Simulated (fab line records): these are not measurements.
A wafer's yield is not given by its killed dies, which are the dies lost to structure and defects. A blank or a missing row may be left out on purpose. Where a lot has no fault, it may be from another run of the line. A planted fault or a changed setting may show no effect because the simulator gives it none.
Split-lot study / flow n5Finfet / route with 1938 steps; 7 lots, 21 wafers read

== THE SPLIT ==
At N5_ZERO_LAYER_EXPOSE_08 (exposes mask ZERO, defocus 0 nm, target cd 2000 nm), the setting doseMj was moved away from the recipe's 16.2 on 7 of the 21 wafers read, by +2.0% to +6.5%. The other wafers ran this setting at the recipe's value.

== FROM THE SPLIT TO THE READING: what the file shows between them, 2 steps ==
- N5_ZERO_LAYER_DEVELOP_10: develop time 60 s (also split here: developTimeS)
- N5_ZERO_LAYER_HARDBAKE_23: time 120 s

== THE READING ==
cdNm, in nm, at N5_ZERO_LAYER_CD_MEAS_11 (target cd 2000 nm). Typical for fault-free wafers on this fab line: 2000.7 nm, with standard deviation 2.2 nm.

wafer=L078.1; tool, chamber at the split=krfScanner-01, 0; doseMj as run=16.68; against the recipe=+3.0%; cdNm, nm=2007.2; against lot-mates on the recipe=+6.5
wafer=L078.2; tool, chamber at the split=krfScanner-01, 0; doseMj as run=16.2; against the recipe=recipe; cdNm, nm=2001.0; against lot-mates on the recipe=-
wafer=L078.4; tool, chamber at the split=krfScanner-01, 0; doseMj as run=16.2; against the recipe=recipe; cdNm, nm=2000.3; against lot-mates on the recipe=-
wafer=L079.4; tool, chamber at the split=krfScanner-02, 0; doseMj as run=16.52; against the recipe=+2.0%; cdNm, nm=2000.5; against lot-mates on the recipe=+0.0
wafer=L079.5; tool, chamber at the split=krfScanner-02, 0; doseMj as run=16.52; against the recipe=+2.0%; cdNm, nm=2007.6; against lot-mates on the recipe=+7.1
wafer=L079.6; tool, chamber at the split=krfScanner-02, 0; doseMj as run=16.2; against the recipe=recipe; cdNm, nm=2000.5; against lot-mates on the recipe=-
wafer=L080.2; tool, chamber at the split=krfScanner-01, 0; doseMj as run=16.2; against the recipe=recipe; cdNm, nm=2002.6; against lot-mates on the recipe=-
wafer=L080.3; tool, chamber at the split=krfScanner-01, 0; doseMj as run=16.2; against the recipe=recipe; cdNm, nm=2004.0; against lot-mates on the recipe=-
wafer=L080.5; tool, chamber at the split=krfScanner-01, 0; doseMj as run=16.2; against the recipe=recipe; cdNm, nm=2001.8; against lot-mates on the recipe=-
wafer=L081.1; tool, chamber at the split=krfScanner-01, 0; doseMj as run=16.2; against the recipe=recipe; cdNm, nm=1999.3; against lot-mates on the recipe=-
wafer=L081.2; tool, chamber at the split=krfScanner-01, 0; doseMj as run=17.2; against the recipe=+6.2%; cdNm, nm=2013.2; against lot-mates on the recipe=+14.1
wafer=L081.3; tool, chamber at the split=krfScanner-01, 0; doseMj as run=16.2; against the recipe=recipe; cdNm, nm=1998.9; against lot-mates on the recipe=-
wafer=L083.2; tool, chamber at the split=krfScanner-02, 0; doseMj as run=17.26; against the recipe=+6.5%; cdNm, nm=2011.1; against lot-mates on the recipe=no lot-mate on the recipe
wafer=L083.3; tool, chamber at the split=krfScanner-02, 0; doseMj as run=17.26; against the recipe=+6.5%; cdNm, nm=2006.1; against lot-mates on the recipe=no lot-mate on the recipe
wafer=L083.4; tool, chamber at the split=krfScanner-02, 0; doseMj as run=17.26; against the recipe=+6.5%; cdNm, nm=2008.4; against lot-mates on the recipe=no lot-mate on the recipe
wafer=L084.1; tool, chamber at the split=krfScanner-01, 0; doseMj as run=16.2; against the recipe=recipe; cdNm, nm=2002.9; against lot-mates on the recipe=-
wafer=L084.2; tool, chamber at the split=krfScanner-01, 0; doseMj as run=16.2; against the recipe=recipe; cdNm, nm=1997.4; against lot-mates on the recipe=-
wafer=L084.4; tool, chamber at the split=krfScanner-01, 0; doseMj as run=16.2; against the recipe=recipe; cdNm, nm=2001.2; against lot-mates on the recipe=-
wafer=L095.2; tool, chamber at the split=krfScanner-02, 0; doseMj as run=16.2; against the recipe=recipe; cdNm, nm=2003.5; against lot-mates on the recipe=-
wafer=L095.3; tool, chamber at the split=krfScanner-02, 0; doseMj as run=16.2; against the recipe=recipe; cdNm, nm=2003.1; against lot-mates on the recipe=-
wafer=L095.5; tool, chamber at the split=krfScanner-02, 0; doseMj as run=16.2; against the recipe=recipe; cdNm, nm=2001.3; against lot-mates on the recipe=-

FIT RESULTS
A straight line over all 21 wafers: cdNm changes by +1.32 nm for each +1% of doseMj; r = +0.82; the points scatter about the line by 2.4 nm.
The same after taking each lot's own level away (the mean of its wafers on the recipe; 18 wafers): +2.22 nm for each +1%; r = +0.91; scatter 1.7 nm.
Per that fit: largest doseMj move, reading shift of 15 nm.
From 1999.10 to 2002.80 nm: that is the span of the lots' own levels, equal to 1.7 times the standard deviation above.
So the lot-to-lot level changes the slope: the two fits differ.
Check: for one of the wafers moved furthest among these (+6.2%), held out of the fit, the line's prediction against its lot-mates is +12.5 nm. It came out at +14.1 nm against them.

== OTHER SPLITS APPLIED TO THESE WAFERS ==
These wafers also went through other splits before the reading. Each is held against what the fit with the lots' levels taken away leaves over:
other split on the same wafers=N5_ZERO_LAYER_DEVELOP_10 developTimeS; wafers away from the commonest value=5; r with cdNm (lot level and that fit taken away)=+0.36

== THE WHOLE CHAIN: every reading that the file lists as answering this split, in the file's order ==
step=N5_ZERO_LAYER_CD_MEAS_11; what it does=target cd 2000 nm; reading=cdNm; change (the file's fit)=+2.23 nm for each +1% of the setting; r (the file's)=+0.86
step=N5_ZERO_LAYER_ETCH_17; what it does=etches SiO2 in CF4, target depth 12 nm, time 13.3 s; reading=ZERO_LAYER.cdNm (the simulator's own value, which no gauge read); change (the file's fit)=+2.2 nm for each +1% of the setting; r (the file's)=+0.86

== THE FILE'S OWN FIT ==
cdNm changes by +2.23 nm for each +1% of doseMj, r = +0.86.
